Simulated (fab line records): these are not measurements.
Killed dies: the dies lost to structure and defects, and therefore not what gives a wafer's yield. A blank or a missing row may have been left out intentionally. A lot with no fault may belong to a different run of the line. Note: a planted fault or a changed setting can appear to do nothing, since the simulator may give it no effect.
Matching of chambers + flow n5-finfet + rie-diel-02 running N5_BEOL_M11_ETCH_61: 4 sister chambers
The step etches SiARC in CF4, target depth 39 nm, time 65 s. 14 wafers are shown with their chamber, then 7 later ones without.

== WAFERS, EACH WITH ITS CHAMBER ==
| wafer  | chamber | showerhead-plenum-p-Torr (Torr) | drypump-motor-current-A (A) | oes-product-au (a.u.) |
|--------|---------|---------------------------------|-----------------------------|-----------------------|
| L074.3 | 0       | 2.11                            | 5.49                        | 0.75                  |
| L074.4 | 3       | 2.11                            | 6.14                        | 0.78                  |
| L074.5 | 0       | 2.11                            | 5.48                        | 0.75                  |
| L075.2 | 3       | 2.11                            | 6.14                        | 0.77                  |
| L075.4 | 0       | 2.11                            | 5.46                        | 0.75                  |
| L075.6 | 2       | 2.13                            | 5.95                        | 0.63                  |
| L076.2 | 1       | 2.25                            | 5.98                        | 0.71                  |
| L076.5 | 3       | 2.11                            | 6.16                        | 0.77                  |
| L076.6 | 0       | 2.11                            | 5.48                        | 0.74                  |
| L081.2 | 3       | 2.11                            | 6.16                        | 0.74                  |
| L081.4 | 0       | 2.11                            | 5.54                        | 0.73                  |
| L081.6 | 3       | 2.11                            | 6.17                        | 0.74                  |
| L085.1 | 0       | 2.10                            | 5.51                        | 0.72                  |
| L085.3 | 2       | 2.12                            | 5.93                        | 0.62                  |

SIGNATURES (averages over the wafers above)
| reading                  | chamber 0 | chamber 1 | chamber 2 | chamber 3 | scatter within a chamber |
|--------------------------|-----------|-----------|-----------|-----------|--------------------------|
| showerhead-plenum-p-Torr | 2.1083    | 2.2500    | 2.1250    | 2.1100    | 0.00365                  |
| drypump-motor-current-A  | 5.4933    | 5.9800    | 5.9400    | 6.1540    | 0.022                    |
| oes-product-au           | 0.7400    | 0.7100    | 0.6250    | 0.7600    | 0.015                    |
Rule: for each reading, subtract the chamber's mean from the wafer's reading, divide by that reading's scatter and square the result; add these up over the readings and take the root, which gives the wafer's distance from the chamber. The wafer belongs to the nearest chamber; if the next one is less than 2 further off, it can't be placed. How the scatter is found: for the shown wafers, subtract from each reading the mean of its chamber, square and add these, divide the total by (wafers less chambers), then take the root.

== WAFERS WITHOUT THEIR CHAMBER ==
| wafer  | showerhead-plenum-p-Torr (Torr) | drypump-motor-current-A (A) | oes-product-au (a.u.) |
|--------|---------------------------------|-----------------------------|-----------------------|
| L085.6 | 2.24                            | 5.98                        | 0.68                  |
| L089.2 | 2.24                            | 5.96                        | 0.68                  |
| L089.5 | 2.12                            | 5.92                        | 0.61                  |
| L089.6 | 2.11                            | 6.12                        | 0.73                  |
| L088.1 | 2.10                            | 5.52                        | 0.71                  |
| L088.3 | 2.24                            | 5.95                        | 0.68                  |
| L088.6 | 2.10                            | 6.13                        | 0.73                  |

== THE CHAMBER EACH PASSED THROUGH ==
| wafer  | from the rows above | in truth |
|--------|---------------------|----------|
| L085.6 | 1                   | 1        |
| L089.2 | 1                   | 1        |
| L089.5 | 2                   | 2        |
| L089.6 | 3                   | 3        |
| L088.1 | 0                   | 0        |
| L088.3 | 1                   | 1        |
| L088.6 | 3                   | 3        |
Placed correctly: 7 of 7. Not placeable from these rows: 0. Wrongly placed: 0.
